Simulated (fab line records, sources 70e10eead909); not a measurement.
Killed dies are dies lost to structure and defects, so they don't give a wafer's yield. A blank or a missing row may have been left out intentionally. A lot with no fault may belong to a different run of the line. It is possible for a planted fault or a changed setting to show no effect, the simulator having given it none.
Matching of chambers	flow nand-harc	cmp-04 running NHARC_P_M1_CMP_23: 4 sister chambers
The step polishes, t overpolish 20 s, target thk 157.82 nm. 8 wafers are shown with their chamber, then 7 later ones without.

WAFERS WITH THEIR CHAMBER
wafer	chamber	motor-current-A (A)	time-to-endpoint-s (s)
L170.1	0	12.4	26.2
L169.4	2	11.3	31.8
L169.6	3	11.8	28.6
L171.3	0	12.9	26.8
L171.4	1	9.0	27.1
L171.5	3	11.4	30.8
L175.1	1	8.6	27.2
L175.4	2	11.7	30.2

WAFERS WITHOUT THEIR CHAMBER
wafer	motor-current-A (A)	time-to-endpoint-s (s)
L175.5	11.6	32.0
L176.1	12.5	30.0
L176.2	9.4	29.2
L176.4	10.9	29.0
L177.1	12.0	29.2
L177.2	9.1	24.9
L177.4	12.9	26.1

WHICH CHAMBER EACH WENT THROUGH
wafer	from the rows above	in truth
L175.5	can't be placed: 2 or 3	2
L176.1	can't be placed: 3 or 2 or 0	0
L176.2	1	1
L176.4	can't be placed: 3 or 2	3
L177.1	can't be placed: 3 or 2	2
L177.2	1	1
L177.4	0	0
Correctly placed: 3 of 7. Not placeable from these rows: 4 (in 4, the candidates include the true chamber). Number placed wrongly: 0.
How it was worked out, from the rows above alone: a wafer's distance from a chamber is the root of the sum, over the readings, of the square of ((its reading less the chamber's mean) divided by the reading's scatter). The wafer belongs to the nearest chamber; if the next one is less than 2 further off, it can't be placed. Each chamber's mean is taken over the wafers shown for it. The scatter: take each reading less its chamber's mean, square it, sum over the shown wafers, divide by the number of wafers less the number of chambers, and take the root.
